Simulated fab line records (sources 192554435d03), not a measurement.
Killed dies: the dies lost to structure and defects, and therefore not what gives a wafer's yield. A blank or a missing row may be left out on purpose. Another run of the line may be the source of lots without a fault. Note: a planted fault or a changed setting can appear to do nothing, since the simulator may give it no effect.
Chamber matching | flow n5Finfet | N5_DUMMY_GATE_ETCH_36 on rieDiel-06 has 4 sister chambers
The step etches SiARC in CF4, target depth 13 nm. 8 wafers are shown with their chamber, then 7 later ones without.

== WAFERS, EACH WITH ITS CHAMBER ==
wafer  | chamber | showerheadPlenumPTorr (Torr) | oesProductAu (a.u.)
L081.4 | 0       | 2.11                         | 0.89
L084.1 | 2       | 2.21                         | 0.67
L084.3 | 1       | 2.03                         | 0.66
L086.1 | 0       | 2.10                         | 0.87
L086.2 | 3       | 2.07                         | 0.77
L086.5 | 1       | 2.03                         | 0.65
L090.1 | 3       | 2.07                         | 0.76
L090.5 | 2       | 2.21                         | 0.65

== WAFERS WHOSE CHAMBER IS MISSING ==
wafer  | showerheadPlenumPTorr (Torr) | oesProductAu (a.u.)
L090.6 | 2.10                         | 0.86
L095.1 | 2.06                         | 0.76
L095.5 | 2.28                         | 0.94
L095.6 | 2.06                         | 0.76
L096.1 | 2.10                         | 0.84
L096.2 | 2.28                         | 0.92
L096.3 | 2.06                         | 0.75

== WHICH CHAMBER EACH WENT THROUGH ==
wafer  | from the rows above | in truth
L090.6 | 0                   | 0
L095.1 | 3                   | 3
L095.5 | 2                   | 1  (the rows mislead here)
L095.6 | 3                   | 3
L096.1 | 0                   | 0
L096.2 | 2                   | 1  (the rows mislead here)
L096.3 | 3                   | 3
Placed correctly: 5 of 7. From these rows, 0 cannot be placed. 2 placed wrongly.
How it was worked out, from the rows above alone: a wafer's distance from a chamber is the root of the sum, over the readings, of the square of ((its reading less the chamber's mean) divided by the reading's scatter). If the next closest chamber is less than 2 further off than the closest, the wafer can't be placed; otherwise it belongs to the closest. For every chamber, the mean is computed from those of its wafers that are shown. The scatter: the root of (the sum of the squares of (reading less its chamber's mean) over the shown wafers, divided by (wafers less chambers)).
